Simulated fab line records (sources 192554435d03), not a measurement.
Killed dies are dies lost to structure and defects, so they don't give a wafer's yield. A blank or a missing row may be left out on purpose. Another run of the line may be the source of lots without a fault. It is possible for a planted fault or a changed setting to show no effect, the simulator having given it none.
Split-lot experiment :: flow n5_finfet :: route with 1938 steps; 7 lots, 21 wafers read

THE SPLIT ITSELF
At N5_FIN_SAQP_SPACER1_ALD_24 (deposits SiO2, target thk 20.3 nm, pulse time 1 s, purge time 2 s), the setting ald_cycles was moved away from the recipe's 218 on 8 of the 21 wafers read, by -15.6% to +15.6%. This setting was run at the recipe's value on the other wafers.

FROM THE SPLIT TO THE READING: what the file shows between them, 2 steps
- N5_FIN_SAQP_SPACER1_ETCHBACK_25: etches SiO2 in CHF3/O2, target depth 24.4 nm, time 12.2 s
- N5_FIN_SAQP_MANDREL1_REMOVE_56: chemistry HBr/Cl2/O2, target a-Si, stops on SiNx, bt time 10 s

THE READING
Shown in nm: cd_nm at N5_FIN_SAQP_CD_MEAS_27, with target cd 20 nm. Typical for fault-free wafers on this fab line: 20.36 nm, with standard deviation 0.23 nm.

wafer: L074.3
tool, chamber at the split: ald_sin-03, 0,1
ald_cycles as run: 218
against the recipe: recipe
cd_nm, nm: 19.98
against lot-mates on the recipe: -

wafer: L074.5
tool, chamber at the split: ald_sin-03, 0,1
ald_cycles as run: 218
against the recipe: recipe
cd_nm, nm: 20.07
against lot-mates on the recipe: -

wafer: L074.6
tool, chamber at the split: ald_sin-03, 0
ald_cycles as run: 251
against the recipe: +15.1%
cd_nm, nm: 23.15
against lot-mates on the recipe: +3.12

wafer: L076.1
tool, chamber at the split: ald_sin-03, 3
ald_cycles as run: 218
against the recipe: recipe
cd_nm, nm: 20.38
against lot-mates on the recipe: -

wafer: L076.4
tool, chamber at the split: ald_sin-03, 1
ald_cycles as run: 251
against the recipe: +15.1%
cd_nm, nm: 23.50
against lot-mates on the recipe: +3.17

wafer: L076.6
tool, chamber at the split: ald_sin-03, 3
ald_cycles as run: 218
against the recipe: recipe
cd_nm, nm: 20.28
against lot-mates on the recipe: -

wafer: L079.1
tool, chamber at the split: ald_sin-04, 0,1
ald_cycles as run: 218
against the recipe: recipe
cd_nm, nm: 20.60
against lot-mates on the recipe: -

wafer: L079.2
tool, chamber at the split: ald_sin-04, 2
ald_cycles as run: 218
against the recipe: recipe
cd_nm, nm: 19.91
against lot-mates on the recipe: -

wafer: L079.6
tool, chamber at the split: ald_sin-04, 0,1
ald_cycles as run: 218
against the recipe: recipe
cd_nm, nm: 20.63
against lot-mates on the recipe: -

wafer: L082.4
tool, chamber at the split: ald_sin-03, 3
ald_cycles as run: 218
against the recipe: recipe
cd_nm, nm: 20.33
against lot-mates on the recipe: -

wafer: L082.5
tool, chamber at the split: ald_sin-03, 3
ald_cycles as run: 218
against the recipe: recipe
cd_nm, nm: 20.41
against lot-mates on the recipe: -

wafer: L082.6
tool, chamber at the split: ald_sin-03, 2
ald_cycles as run: 207
against the recipe: -5.0%
cd_nm, nm: 19.28
against lot-mates on the recipe: -1.09

wafer: L085.4
tool, chamber at the split: ald_sin-04, 0,2
ald_cycles as run: 240
against the recipe: +10.1%
cd_nm, nm: 22.02
against lot-mates on the recipe: +1.29

wafer: L085.5
tool, chamber at the split: ald_sin-04, 0,2
ald_cycles as run: 240
against the recipe: +10.1%
cd_nm, nm: 22.13
against lot-mates on the recipe: +1.40

wafer: L085.6
tool, chamber at the split: ald_sin-04, 1
ald_cycles as run: 218
against the recipe: recipe
cd_nm, nm: 20.73
against lot-mates on the recipe: -

wafer: L087.1
tool, chamber at the split: ald_sin-02, 3,0
ald_cycles as run: 252
against the recipe: +15.6%
cd_nm, nm: 23.36
against lot-mates on the recipe: +3.33

wafer: L087.2
tool, chamber at the split: ald_sin-02, 0
ald_cycles as run: 218
against the recipe: recipe
cd_nm, nm: 20.03
against lot-mates on the recipe: -

wafer: L087.4
tool, chamber at the split: ald_sin-02, 3,0
ald_cycles as run: 252
against the recipe: +15.6%
cd_nm, nm: 23.85
against lot-mates on the recipe: +3.82

wafer: L090.2
tool, chamber at the split: ald_sin-03, 1,2
ald_cycles as run: 218
against the recipe: recipe
cd_nm, nm: 20.33
against lot-mates on the recipe: -

wafer: L090.5
tool, chamber at the split: ald_sin-03, 3
ald_cycles as run: 184
against the recipe: -15.6%
cd_nm, nm: 17.58
against lot-mates on the recipe: -2.89

wafer: L090.6
tool, chamber at the split: ald_sin-03, 1,2
ald_cycles as run: 218
against the recipe: recipe
cd_nm, nm: 20.60
against lot-mates on the recipe: -
Where a row lists several chambers, the file gives one row for several wafers and doesn't say which wafer went through which chamber.

THE FIT
A straight line over all 21 wafers: cd_nm changes by +0.194 nm for each +1% of ald_cycles; r = +0.99; the points scatter about the line by 0.27 nm.
The same after taking each lot's own level away (the mean of its wafers on the recipe; 21 wafers): +0.201 nm for each +1%; r = +0.98; scatter 0.32 nm.
Per that fit: largest ald_cycles move, reading shift of 3.1 nm.
Across the lots, their own levels run from 20.025 to 20.730 nm, a range of 3.1 times the standard deviation given above.
Consequently the slope shifts little with the lot-to-lot level, the two slopes agreeing.
Check: with one of the wafers moved furthest among these (+15.6%) left out of the fit, the line predicts +3.09 nm for it against its lot-mates. It came out at +3.33 nm against them.

FURTHER SPLITS ON THESE WAFERS
Before the reading, these wafers also passed through other splits. Each is held against what the fit with the lots' levels taken away leaves over:
other split on the same wafers: N5_ZERO_LAYER_EXPOSE_08 dose_mj
wafers away from the commonest value: 10
r with cd_nm (lot level and that fit taken away): -0.03

other split on the same wafers: N5_ZERO_LAYER_DEVELOP_10 develop_time_s
wafers away from the commonest value: 6
r with cd_nm (lot level and that fit taken away): -0.02

other split on the same wafers: N5_WELL_APT_PEB_06 peb_time_s
wafers away from the commonest value: 9
r with cd_nm (lot level and that fit taken away): +0.20

other split on the same wafers: N5_WELL_APT_DESCUM_13 time_s
wafers away from the commonest value: 7
r with cd_nm (lot level and that fit taken away): +0.15

THE WHOLE CHAIN: every reading that the file lists as answering this split, in the file's order
step: N5_FIN_SAQP_SPACER1_ALD_24
what it does: deposits SiO2, target thk 20.3 nm, pulse time 1 s, purge time 2 s
reading: SiO2_of_FIN_SAQP_SPACER1_ALD_24.thk_nm (the simulator's own value, which no gauge read)
change (the file's fit): +0.205 nm for each +1% of the setting
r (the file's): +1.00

step: N5_FIN_SAQP_MANDREL1_REMOVE_56
what it does: chemistry HBr/Cl2/O2, target a-Si, stops on SiNx, bt time 10 s
reading: FIN_SAQP.cd_nm (the simulator's own value, which no gauge read)
change (the file's fit): +0.201 nm for each +1% of the setting
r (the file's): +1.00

step: N5_FIN_SAQP_CD_MEAS_27
what it does: target cd 20 nm
reading: cd_nm
change (the file's fit): +0.201 nm for each +1% of the setting
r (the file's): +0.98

FILE'S OWN FIT
cd_nm changes by +0.201 nm for each +1% of ald_cycles, r = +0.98.
